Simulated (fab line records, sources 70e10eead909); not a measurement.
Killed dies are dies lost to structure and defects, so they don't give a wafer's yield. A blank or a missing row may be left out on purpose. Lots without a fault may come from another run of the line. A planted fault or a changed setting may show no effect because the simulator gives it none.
fab line records | flow nand_harc
record lots=11 wafers=33 last_day=33
route steps=1302 shown P_M1@317 P_M2@335 P_BONDPAD@351 END@1302
lots that met no fault: from a run of the same line without faults
start_h: hours from the record's first day to the start of the lot's first wafer shown | wait_h: hours since the lot's step before | " the same as in the row above | L1.1+2: a row that stands for several wafers | - no value, or no start given | * or withheld: withheld | < > ~ a bound
route shown NAME@n: a module of which the file shows steps, and the number in the route of the first | usual: mean/standard deviation of fault-free wafers | same: alike in all rows | chamber/n: place in a boat | sites: the reading at each site | _std_site: their standard deviation | _edge_site: outer sites' mean less inner sites' | radius_mm: how far each site lies from the wafer's centre | mask NAME#n: copy n | behind: the tool/chamber that last shaped the wafer | hold: why the lot was held/for how many hours/how that ended | device: the transistor (n, p or np) that didn't switch | end of line: the same wafers' tests at the end of the route | a step without rows: its recipe alone | killed: dies lost to structure and defects at the first sort, not the wafer's yield | map: a wafer's dies, x killed, . not, _ none there
set.NAME: the setting as run; set.NAME@STEP: as run at that earlier step | model.NAME: the simulator's own value behind a step, which no gauge read
steps of the route over a sample of lots; a table a step, a row a wafer
services: from which hour (start_h, from the record's first day; less than 0 if before it) a tool's chamber was out of use, for how many hours, and why
## steps
# step NHARC_P_M1_DEP_33
# recipe target_thk_a=300 temp_c=370 target_thk_nm=30 pressure_torr=3 flow_sccm=200 rf_w=450 material=SiCN
# usual chamber_pressure_Torr=3.000/0.0071 heater_power_w=550/76 rf_fwd_power_W=449.2/1.5
# columns lot.wafer tool chamber start_h wait_h chamber_pressure_Torr heater_power_w rf_fwd_power_W
L882.3 pecvd-02 2 132.67 0.1 2.995 525 447.1
L882.2 " 0 " " 3.010 627 450.9
L882.4 " 2 " " 2.991 523 448.6
L883.1 pecvd-04 1 141.15 0.1 2.992 491 450.8
L883.2 " 2 " " 2.992 753 445.8
L883.4 " 2 " " 2.990 732 446.5
L884.1 pecvd-03 1 145.96 0.1 2.995 475 450.5
L884.3 " 2 " " 2.990 418 449.2
L884.5 " 2 " " 2.999 430 448.7
L885.1 pecvd-02 2 157.25 0.1 3.003 481 449.3
L885.3 " 1 " " 3.000 436 451.3
L885.4 " 0 " " 2.995 569 447.1
L887.3 pecvd-04 2 178.50 0.1 2.989 723 447.7
L887.6 " 2 " " 3.000 721 449.9
L887.4 " 0 " " 3.005 706 448.8
L888.2 pecvd-02 1 186.66 0.1 3.007 510 450.6
L888.5 " 1 " " 3.001 513 448.7
L888.4 " 2 " " 2.999 497 447.9
L891.2 pecvd-03 1 219.85 0.1 2.996 569 452.6
L891.5 " 2 " " 3.006 500 448.2
L891.4 " 0 " " 3.008 506 449.2
L893.6 pecvd-04 2 239.98 0.2 3.001 635 447.1
L893.5 " 0 " " 3.000 708 451.9
L893.4 " 1 " " 2.994 583 450.1
L894.1 pecvd-02 0 246.57 0.1 3.006 620 447.9
L894.2 " 1 " " 3.004 500 450.9
L894.4 " 0 " " 3.002 613 451.5
L899.1 pecvd-04 2 299.51 0.1 3.009 613 450.5
L899.3 " 1 " " 3.000 535 446.8
L899.5 " 1 " " 3.007 538 448.6
L905.2 pecvd-04 2 356.44 0.1 3.014 576 448.3
L905.3 " 1 " " 3.002 530 448.0
L905.4 " 2 " " 3.006 576 447.9
# step NHARC_P_M2_STRIP_18
# recipe power_w=1000 n2_flow_sccm=150 h2_flow_sccm=150 ar_flow_sccm=0 bias_w=0 chemistry=N2/H2
# usual drypump_motor_current_A=5.7/0.46 oes_product_au=0.999/0.015 rf_fwd_power_W=997/3.1 rf_vpp_V=90.6/0.96 showerhead_plenum_p_Torr=2.02/0.067 throttle_valve_pct=14.171/0.0084
# columns lot.wafer tool chamber start_h wait_h drypump_motor_current_A oes_product_au rf_fwd_power_W rf_hours_counter_h rf_vpp_V showerhead_plenum_p_Torr throttle_valve_pct
L882.3 rie_diel-10 2 134.45 0.1 5.1 0.996 997 3.0 90.3 1.94 14.172
L882.4 " 0 " " 5.0 1.016 995 2.9 89.9 2.04 14.173
L882.2 " 1 " " 5.6 1.006 994 2.6 88.8 1.97 14.182
L883.4 rie_diel-10 0 142.93 0.1 5.0 1.019 999 3.4 89.2 2.04 14.171
L883.1 " 1 " " 5.5 1.011 997 3.2 90.8 1.97 14.174
L883.2 " 2 " " 5.1 0.988 1003 4.2 88.8 1.94 14.158
L884.1 rie_diel-02 0 147.73 0.1 5.6 1.002 996 5.0 89.6 2.02 14.155
L884.3 " 2 " " 5.4 0.994 1000 4.6 91.2 2.02 14.191
L884.5 " 0 " " 5.5 1.012 1006 - 89.7 2.02 14.163
L885.1 rie_diel-02 3 159.06 0.1 5.9 0.977 998 5.5 92.6 2.05 14.175
L885.3 " 0 " " 5.6 1.006 997 5.7 91.2 2.02 14.181
L885.4 " 1 " " 6.1 0.997 992 5.4 90.7 2.11 14.172
L887.3 rie_diel-02 1 180.15 0.1 6.1 0.986 1001 5.6 91.3 2.11 14.170
L887.4 " 2 " " 5.4 1.009 996 5.4 89.6 2.02 14.175
L887.6 " 0 " " 5.5 0.997 996 - 90.6 2.02 14.154
L888.2 rie_diel-02 2 188.47 0.1 5.4 1.008 993 5.7 90.9 2.02 14.170
L888.4 " 3 " " 5.9 0.982 999 6.0 91.1 2.05 14.177
L888.5 " 0 " " 5.6 1.009 997 - 91.1 2.02 14.180
L891.4 rie_diel-10 1 221.68 0.1 5.6 1.008 997 8.9 90.1 1.97 14.190
L891.2 " 3 " " 6.6 0.990 996 10.2 88.8 1.94 14.160
L891.5 " 0 " " 5.0 1.026 994 - 90.3 2.04 14.174
L893.4 rie_diel-02 3 241.52 0.1 5.8 0.985 998 1.2 91.5 2.05 14.191
L893.5 " 3 " " 5.8 0.988 997 - 90.9 2.05 14.171
L893.6 " 0 " " 5.6 1.013 1001 - 90.4 2.02 14.165
L894.2 rie_diel-02 3 248.34 0.1 5.8 0.998 992 1.4 91.8 2.05 14.176
L894.4 " 0 " " 5.6 1.009 1001 1.1 90.0 2.02 14.159
L894.1 " 2 " " 5.4 1.002 999 1.5 89.6 2.01 14.177
L899.3 rie_diel-02 0 301.17 0.1 5.6 1.016 1002 3.2 91.2 2.02 14.178
L899.1 " 3 " " 5.9 0.983 1003 2.9 90.6 2.05 14.166
L899.5 " 1 " " 6.1 0.975 999 - 91.9 2.10 14.161
L905.4 rie_diel-10 0 358.29 0.1 5.0 1.003 998 7.0 90.8 2.04 14.173
L905.2 " 1 " " 5.5 0.975 998 8.9 90.3 1.97 14.177
L905.3 " 2 " " 5.1 0.997 996 7.7 92.5 1.94 14.169
# step NHARC_P_M2_DEGAS_29
# recipe temp_c=250 time_s=60
# usual heater_power_w=327/32
# columns lot.wafer tool chamber start_h wait_h heater_power_w
L882.4 pvd_sputter-03 - 135.10 - 318
L882.2 " - " " 376
L882.3 " - " " 292
L883.2 pvd_sputter-01 - 143.57 - 325
L883.1 " - " " 311
L883.4 " - " " 309
L884.1 pvd_sputter-03 - 148.37 - 320
L884.3 " - " " 297
L884.5 " - " " 290
L885.3 pvd_sputter-03 - 159.70 - 321
L885.4 " - " " 378
L885.1 " - " " 302
L887.3 pvd_sputter-01 - 180.83 - 330
L887.4 " - " " 310
L887.6 " - " " 325
L888.4 pvd_sputter-03 - 189.07 - 293
L888.2 " - " " 341
L888.5 " - " " 298
L891.2 pvd_sputter-02 - 222.30 - 327
L891.4 " - " " 300
L891.5 " - " " 325
L893.4 pvd_sputter-02 - 242.16 - 303
L893.6 " - " " 324
L893.5 " - " " 303
L894.1 pvd_sputter-01 - 248.97 - 306
L894.2 " - " " 339
L894.4 " - " " 320
L899.3 pvd_sputter-03 - 301.81 - 299
L899.1 " - " " 299
L899.5 " - " " 290
L905.4 pvd_sputter-03 - 358.94 - 371
L905.3 " - " " 299
L905.2 " - " " 303
# step NHARC_P_BONDPAD_DEP_00
# recipe target_thk_a=2500 temp_c=370 target_thk_nm=250 pressure_torr=3 flow_sccm=200 rf_w=450 material=SiCN
# usual chamber_pressure_Torr=3.000/0.0064 heater_power_w=558/79 rf_fwd_power_W=448.7/1.4
# columns lot.wafer tool chamber start_h wait_h chamber_pressure_Torr heater_power_w rf_fwd_power_W
L882.2 pecvd-04 2 137.21 - 3.008 706 450.6
L882.3 " 1 " " 3.002 558 449.1
L882.4 " 0 " " 2.996 658 447.8
L883.1 pecvd-04 1 145.91 - 2.994 554 447.5
L883.2 " 0 " " 3.005 675 451.3
L883.4 " 2 " " 3.011 649 446.9
L884.3 pecvd-02 1 150.51 - 3.002 511 446.6
L884.1 " 2 " " 2.991 500 448.0
L884.5 " 2 " " 2.998 524 447.4
L885.1 pecvd-03 1 162.01 - 3.017 499 448.5
L885.3 " 2 " " 3.012 418 449.4
L885.4 " 0 " " 3.008 544 450.2
L887.3 pecvd-03 2 183.02 - 2.997 401 449.3
L887.6 " 1 " " 3.011 577 449.5
L887.4 " 0 " " 3.005 555 445.9
L888.2 pecvd-02 1 191.20 - 2.996 431 446.5
L888.4 " 0 " " 2.998 580 448.7
L888.5 " 2 " " 3.007 483 449.7
L891.2 pecvd-04 2 224.60 - 3.002 708 445.8
L891.4 " 0 " " 3.000 698 449.8
L891.5 " 1 " " 2.988 481 447.5
L893.5 pecvd-04 0 244.41 - 2.993 759 452.5
L893.6 " 1 " " 2.996 501 450.0
L893.4 " 2 " " 2.998 737 450.1
L893.5 pecvd-04 0 245.00 - 2.999 754 452.0
L893.6 " 1 " " 3.003 497 448.1
L893.4 " 2 " " 2.998 714 447.7
L894.1 pecvd-02 0 251.13 - 3.002 575 449.9
L894.2 " 2 " " 3.005 519 448.1
L894.4 " 1 " " 2.985 512 448.3
L894.1 pecvd-02 0 251.72 - 3.007 591 451.3
L894.2 " 2 " " 3.004 526 449.9
L894.4 " 1 " " 2.992 521 450.6
L899.1 pecvd-02 1 303.99 - 3.001 461 447.3
L899.3 " 0 " " 3.010 628 447.6
L899.5 " 1 " " 2.998 500 448.1
L905.3 pecvd-02 2 361.09 - 3.004 525 447.2
L905.2 " 0 " " 2.994 636 450.1
L905.4 " 0 " " 2.992 632 449.4
# step NHARC_P_BONDPAD_THK_MEAS_33
# recipe thk_meas_gauge=ellipsometry
# usual thk_nm=200.3/1.9
# columns lot.wafer tool chamber start_h wait_h thk_nm
L882.2 film_metro-02 - 137.87 0.2 197.8
L882.3 " - " " 199.6
L882.4 " - " " 199.5
L883.1 film_metro-01 - 146.57 0.2 198.3
L883.2 " - " " 201.4
L883.4 " - " " 203.5
L884.1 film_metro-02 - 151.17 0.2 199.5
L884.3 " - " " 199.4
L884.5 " - " " 198.8
L885.1 film_metro-01 - 162.63 0.2 199.0
L885.3 " - " " 204.5
L885.4 " - " " 203.4
L887.3 film_metro-02 - 183.63 0.2 198.6
L887.4 " - " " 199.5
L887.6 " - " " 200.8
L888.2 film_metro-01 - 191.81 0.1 201.7
L888.4 " - " " 201.9
L888.5 " - " " 202.6
L891.2 film_metro-02 - 225.16 0.2 199.9
L891.4 " - " " 200.6
L891.5 " - " " 201.1
L893.4 film_metro-01 - 245.77 0.2 188.4
L893.5 " - " " 201.7
L893.6 " - " " 186.6
L894.1 film_metro-02 - 252.48 0.2 194.3
L894.2 " - " " 193.9
L894.4 " - " " 196.7
L899.1 film_metro-02 - 304.71 0.2 200.5
L899.3 " - " " 201.3
L899.5 " - " " 198.5
L905.2 film_metro-01 - 361.70 0.2 202.5
L905.3 " - " " 201.6
L905.4 " - " " 203.7
# step NHARC_END_SORT_01
# recipe temp_c=25
# usual defect_limited_yield=91.5/2.7 killed_at_array=52/19 killed_at_other=0.9/1.3 killed_at_periphery=4/3.1 killed_dies=57/18 killed_open=3.2/1.7 killed_short=2.3/1.4 sort_bin_2_pct=2.9/1.2 sort_bin_3_pct=0.6/0.42 sort_bin_4_pct=4.9/1.5 sort_n_pass=620/18 sort_rim_yield_pct=93/4.3 sort_yield_pct=91.5/2.7
# same gross_dies=677 sort_bin_5_pct[%]=0 sort_bin_6_pct[%]=0 sort_bin_7_pct[%]=0 sort_bin_8_pct[%]=0 sort_rim_n_gross=106.00
# columns lot.wafer tool chamber start_h wait_h defect_limited_yield[%] killed_at_array killed_at_other killed_at_periphery killed_dies killed_open killed_short sort_bin_2_pct[%] sort_bin_3_pct[%] sort_bin_4_pct[%] sort_n_pass sort_rim_yield_pct[%] sort_yield_pct[%]
L888.2 prober-01 0 626.69 2.8 91.6 54 2 1 57 5 3 3.0 1.2 4.3 620 99 91.6
L888.4 prober-01 0 628.28 3.4 92.9 45 1 2 48 3 3 2.5 0.4 4.1 629 100 92.9
L888.5 prober-01 0 629.08 3.7 92.0 52 0 2 54 4 3 2.1 1.0 4.9 623 94 92.0
L893.4 prober-01 0 674.83 3.4 86.3 88 0 5 93 3 0 5.6 0.9 7.2 584 97 86.3
L893.5 prober-01 0 675.62 3.7 87.9 80 0 2 82 5 2 4.6 0.7 6.8 595 98 87.9
L893.6 prober-01 0 676.42 4.0 90.3 63 1 2 66 4 2 3.2 0.6 5.9 611 86 90.3
L899.1 prober-01 0 738.10 2.5 93.2 42 0 4 46 4 6 2.1 0.3 4.4 631 91 93.2
L899.3 prober-01 0 739.69 3.1 94.5 29 0 8 37 3 2 2.4 0 3.1 640 92 94.5
L899.5 prober-01 0 741.28 3.7 94.7 31 0 5 36 1 1 1.3 0.3 3.7 641 85 94.7
# killed by level:class
L888.2 A_CHANNEL_HOLE_D2:chamber_film_flake=34 A_STAIRCASE:chamber_film_flake=4 A_ONON_D1:geometric_particle:short=2 A_SLIT:chamber_film_flake=2 THIN_TSV:chamber_film_flake=2 A_M0:chamber_film_flake=2 P_M2:geometric_particle:open=1 A_DECK1_JOINT:geometric_particle:short=1
L888.4 A_CHANNEL_HOLE_D2:chamber_film_flake=33 A_M0:chamber_film_flake=3 A_CONTACT:chamber_film_flake=2 P_M0:geometric_particle:open=1 A_ONON_D1:geometric_particle:open=1 A_DECK1_JOINT:geometric_particle:short=1 A_CHANNEL_FILL_D2:geometric_particle:open=1 A_WL_FILL:geometric_particle:short=1
L888.5 A_CHANNEL_HOLE_D2:chamber_film_flake=31 A_WL_FILL:chamber_film_flake=6 A_M0:geometric_particle:short=2 A_ZERO_WELL:chamber_film_flake=2 A_SLIT:chamber_film_flake=2 P_CONTACT:geometric_particle:open=1 A_ONON_D1:geometric_particle:open=1 A_ONON_D2:geometric_particle:open=1
L893.4 A_CHANNEL_HOLE_D1:chamber_film_flake=35 A_SLIT:chamber_film_flake=33 A_CHANNEL_HOLE_D2:chamber_film_flake=13 P_M2:chamber_film_flake=3 A_CONTACT:chamber_film_flake=2 A_ZERO_WELL:chamber_film_flake=2 P_M0:geometric_particle:open=1 A_CHANNEL_HOLE_D1:geometric_particle:open=1
L893.5 A_CHANNEL_HOLE_D1:chamber_film_flake=30 A_SLIT:chamber_film_flake=30 A_CHANNEL_HOLE_D2:chamber_film_flake=8 A_STAIRCASE:chamber_film_flake=5 A_M0:geometric_particle:open=2 P_CONTACT:geometric_particle:open=1 A_ONON_D1:geometric_particle:open=1 A_CHANNEL_FILL_D2:geometric_particle:open=1
L893.6 A_CHANNEL_HOLE_D1:chamber_film_flake=31 A_SLIT:chamber_film_flake=14 A_CHANNEL_HOLE_D2:chamber_film_flake=6 A_STAIRCASE:chamber_film_flake=3 A_ZERO_WELL:chamber_film_flake=2 P_CONTACT:geometric_particle:open=1 A_DECK1_JOINT:geometric_particle:short=1 A_CHANNEL_HOLE_D2:geometric_particle:open=1
L899.1 A_CONTACT:chamber_film_flake=11 A_CHANNEL_HOLE_D1:chamber_film_flake=11 A_CHANNEL_FILL_D2:geometric_particle:short=3 A_STAIRCASE:chamber_film_flake=3 A_SLIT:chamber_film_flake=3 A_SOURCE_PLATE:geometric_particle:short=2 P_GATE:chamber_film_flake=2 A_CHANNEL_HOLE_D2:chamber_film_flake=2
L899.3 A_SLIT:chamber_film_flake=10 A_CONTACT:chamber_film_flake=7 A_CHANNEL_HOLE_D1:chamber_film_flake=5 P_BONDPAD:chamber_film_flake=3 A_DECK1_JOINT:chamber_film_flake=3 P_M1:chamber_film_flake=2 P_CONTACT:geometric_particle:open=1 P_M0:geometric_particle:short=1
L899.5 A_CONTACT:chamber_film_flake=14 A_CHANNEL_HOLE_D1:chamber_film_flake=8 A_STAIRCASE:chamber_film_flake=3 A_SLIT:chamber_film_flake=3 P_GATE:chamber_film_flake=2 P_BONDPAD:chamber_film_flake=2 P_M0:geometric_particle:open=1 A_BLC:geometric_particle:short=1
## services
# columns tool chamber start_h hours kind
rie_diel-10 - 129.16 3.4 repair
pecvd-03 0 138.96 10.2 repair
pecvd-02 - 144.82 1.4 repair
pvd_sputter-03 - 162.79 2.1 repair
pvd_sputter-03 - 170.05 10.0 pm
rie_diel-10 1 172.55 2.6 repair
rie_diel-10 3 180.49 2.1 repair
rie_diel-10 0 184.58 1.4 repair
pecvd-03 - 185.25 13.0 pm
rie_diel-10 - 200.96 1.0 repair
rie_diel-02 - 216.70 9.0 pm
pecvd-02 - 227.45 13.0 pm
rie_diel-10 0 234.53 13.7 repair
rie_diel-10 - 242.50 9.0 pm
pecvd-02 0 252.44 8.4 repair
rie_diel-02 3 254.78 8.2 repair
pecvd-04 - 269.02 13.0 pm
rie_diel-02 3 294.24 3.5 repair
pecvd-02 2 302.02 4.3 repair
pecvd-04 0 307.35 5.0 repair
pvd_sputter-03 - 318.51 4.7 repair
pecvd-02 2 343.99 4.8 repair
pvd_sputter-03 - 348.05 10.0 pm
rie_diel-02 3 353.74 5.9 repair
## key
first_sign step=NHARC_P_BONDPAD_DEP_00 reading=visit direction=added
effect step=NHARC_P_BONDPAD_THK_MEAS_33 reading=thk_nm direction=down sigmas=3.5 usual=200.3 struck=193.6 wafers_moved=4
met_at NHARC_P_BONDPAD_DEP_00
struck_lots L893,L894
not_acting_at NHARC_P_M1_DEP_33,NHARC_P_M2_STRIP_18,NHARC_P_M2_DEGAS_29
fault kind=repeated_step_whole tool=pecvd-02,pecvd-03,pecvd-04 chamber=- onset_h=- steps=NHARC_P_BONDPAD_DEP_00 times=1 scope=struck_lots_only
